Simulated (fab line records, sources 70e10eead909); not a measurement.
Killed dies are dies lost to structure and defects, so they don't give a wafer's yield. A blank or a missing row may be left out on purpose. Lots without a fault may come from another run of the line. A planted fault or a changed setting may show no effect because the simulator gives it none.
Which tool did it? | flow nand_harc | 11 lots, 33 wafers sampled, at 2 steps of a route of 1159

WHAT THE GAUGES READ, wafer by wafer
NHARC_HYBRID_BOND_OVL_MEAS_05.
lot  | measured     | on         | overlay_x_nm (nm)
L930 | day 19 04:59 | overlay-01 | -20 39 29
L929 | day 19 05:00 | overlay-01 | -4 39 40
L933 | day 19 17:32 | overlay-01 | -52 -39 38
L938 | day 20 20:53 | overlay-01 | 5 -47 16
L934 | day 20 20:53 | overlay-02 | -9 -5 23
L940 | day 21 03:56 | overlay-01 | -26 -5 5
L942 | day 21 20:13 | overlay-02 | -30 32 35
L941 | day 22 01:51 | overlay-02 | 24 44 30
L946 | day 22 17:53 | overlay-02 | 4 31 -23
L950 | day 23 14:47 | overlay-01 | 48 13 -22
L949 | day 24 00:31 | overlay-01 | 5 -50 10

WHICH TOOL RAN EACH LOT (tool, then ch and the chambers of the sampled wafers, then the start)
lot  | NHARC_HYBRID_BOND_ACTIVATE_00
L930 | rie_diel-01 ch 1,3, day 18 18:24
L929 | rie_diel-06 ch 0,1,3, day 18 19:50
L933 | rie_diel-01 ch 0,2, day 19 07:23
L938 | rie_diel-01 ch 0,1, day 20 09:55
L934 | rie_diel-06 ch 0,1, day 20 14:52
L940 | rie_diel-01 ch 0,3, day 20 18:52
L942 | rie_diel-01 ch 1,2, day 21 09:06
L941 | rie_diel-08 ch 0,3, day 21 15:46
L946 | rie_diel-01 ch 0,1,2, day 22 09:32
L950 | rie_diel-01 ch 0,3, day 23 05:00
L949 | rie_diel-06 ch 0,1,2, day 23 13:38
- NHARC_HYBRID_BOND_ACTIVATE_00: chemistry N2, time 60 s.

THE ANSWER, worked out from the rows above alone
Rule: what is usual is taken from the lots themselves. Put in order of their means at a reading, lots are off if they are a third of the lots or fewer, leave a main group of 4 or more, and stand apart from it by a gap of 3 or more times the standard deviation of the main group's means; of several such gaps the widest counts. A main group whose means are all the same, to the digits that the tables above print for the reading, isn't used. A lot without any number at a reading at which 4 lots or more have one is off too. The other lots that the step has rows for count as sound.
No lot is off at any reading shown: from this, nothing can be told.

WHAT THE SIMULATOR HAD PUT IN
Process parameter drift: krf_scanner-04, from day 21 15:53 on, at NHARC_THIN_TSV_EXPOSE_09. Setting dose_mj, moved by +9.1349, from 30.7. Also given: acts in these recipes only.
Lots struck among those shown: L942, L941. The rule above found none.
